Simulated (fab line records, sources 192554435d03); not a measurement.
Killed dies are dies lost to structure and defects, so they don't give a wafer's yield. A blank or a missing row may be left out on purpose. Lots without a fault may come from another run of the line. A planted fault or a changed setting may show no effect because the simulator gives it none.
Chamber matching | flow n5_finfet | N5_BEOL_M6_ILD_DEP_00 on pecvd-03: 3 sister chambers
The step deposits SiCOH lowk from DEMS/porogen, target thk 179.75 nm, time 33.4 s. 3 wafers are shown with their chamber, then 8 later ones without.

WAFERS WITH THEIR CHAMBER
wafer  | chamber | throttle_valve_pct (%)
L078.3 | 1       | 15.1
L078.6 | 0       | 13.4
L089.1 | 2       | 12.7

WAFERS WITHOUT THEIR CHAMBER
wafer  | throttle_valve_pct (%)
L089.2 | 15.1
L089.4 | 13.5
L090.1 | 15.0
L090.2 | 12.5
L090.3 | 13.7
L095.2 | 15.0
L095.3 | 12.8
L095.6 | 13.5

WHICH CHAMBER EACH WENT THROUGH
wafer  | from the rows above | in truth
L089.2 | 1                   | 1
L089.4 | 0                   | 0
L090.1 | 1                   | 1
L090.2 | 2                   | 2
L090.3 | 0                   | 0
L095.2 | 1                   | 1
L095.3 | 2                   | 2
L095.6 | 0                   | 0
Placed correctly: 8 of 8. Can't be placed from these rows: 0. Placed wrongly: 0.
How it was worked out, from the rows above alone: a wafer's distance from a chamber is the root of the sum, over the readings, of the square of ((its reading less the chamber's mean) divided by the reading's scatter). The wafer belongs to the nearest chamber; if the next one is less than 2 further off, it can't be placed. A chamber's mean is the mean of its shown wafers. The scatter: with one shown wafer a chamber, the root of the mean of the squares of how far each hidden wafer lies from its nearest shown one.
